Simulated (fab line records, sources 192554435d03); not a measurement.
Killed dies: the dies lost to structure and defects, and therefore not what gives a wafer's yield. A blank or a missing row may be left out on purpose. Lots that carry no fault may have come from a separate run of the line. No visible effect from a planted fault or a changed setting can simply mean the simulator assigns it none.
Code-filled problem report in 8D (eight disciplines) form :: flow n5Finfet :: the parts of the form that need people (team, actions taken, sign-off) are left out

1. PROBLEM STATEMENT
At N5_BEOL_M3_COAT_61, runLengthS averages 50.31 s over 5 wafers from 3 lots, while fault-free wafers read 66.44 s, standard deviation 0.18. That puts it -90 standard deviations away from the usual mean.
The step: time 60 s, resist thk 60 nm.
Earliest sighting: wafer L711.1 on lithoTrack-05 at day 10 09:43. At this step, 30 wafers from 11 lots have a number in the record. Rule for "out" (also "out of limits"): further than 4 standard deviations from the usual mean. The rest of the wafers with a number are treated as sound.

2. WHAT IT IS AND WHAT IT IS NOT
question: which readings at this step
is: runLengthS, heaterPowerTotalW
is not: -

question: which lots
is: L709, L711, L712
is not: L699, L701, L704, L713, L716, L717, L721, L722

question: which wafers of those lots
is: L709.1, L709.6, L711.1, L712.1, L712.6
is not: L711.2

question: read on which tools
is: lithoTrack-05
is not: lithoTrack-03, lithoTrack-04

question: when
is: from day 10 09:43
is not: up to then (10 sound wafers); but 15 sound wafers of L713, L716, L717, L721, L722 came after

3. SUSPECTS, AND WHAT RULES EACH OUT
Counting: a tool at a process step up to the reading stays a suspect if it ran every lot that is out. Sound lots after the first of them don't rule it out here, since some wafers of a struck lot are sound.
- lithoTrack-05 at N5_BEOL_M3_COAT_61 (time 60 s, resist thk 60 nm): kept. Ran every lot that is out, first one L711 (day 10 09:43); last sound lot up to then L701 (day 8 00:10). Its own heaterPowerTotalW, runLengthS readings are out on those wafers.
After counting, what remains is lithoTrack-05 at N5_BEOL_M3_COAT_61.

4. THE CAUSE (what the simulator had put in)
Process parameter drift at N5_BEOL_M3_COAT_61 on lithoTrack-05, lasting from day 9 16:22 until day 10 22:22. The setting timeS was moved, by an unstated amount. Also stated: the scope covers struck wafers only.
This tool alone remained once counting was done.

5. SEQUENCE OF EFFECTS, ordered by route
Rows list readings where the struck wafers' mean (over those with a number) sits beyond 3 standard deviations from the usual. Scope: only readings with a usual standard deviation given in the record; hours: median across lots of the time from each lot's start at the first step in this table that gives one to its start at this step; sigmas: change in usual standard deviations.
hours: 0
step: N5_BEOL_M3_COAT_61
reading: heaterPowerTotalW
usual: 500.4 W
on struck wafers: 605.6
change: +105.2
sigmas: +58

hours: 0
step: N5_BEOL_M3_COAT_61
reading: runLengthS
usual: 66.44 s
on struck wafers: 50.31
change: -16.13
sigmas: -90
It contains these process steps:
- N5_BEOL_M3_COAT_61: time 60 s, resist thk 60 nm.
Later steps that measure or inspect, where all struck wafers having a row at the step show a number for every such reading and not one has moved that far: N5_BEOL_M4_RC_MEAS_101.

6. WHAT WOULD HAVE CAUGHT IT SOONER
17 hours passed between the start of the fault at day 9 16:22 and the first reading out of limits in this record, taken at day 10 09:43.
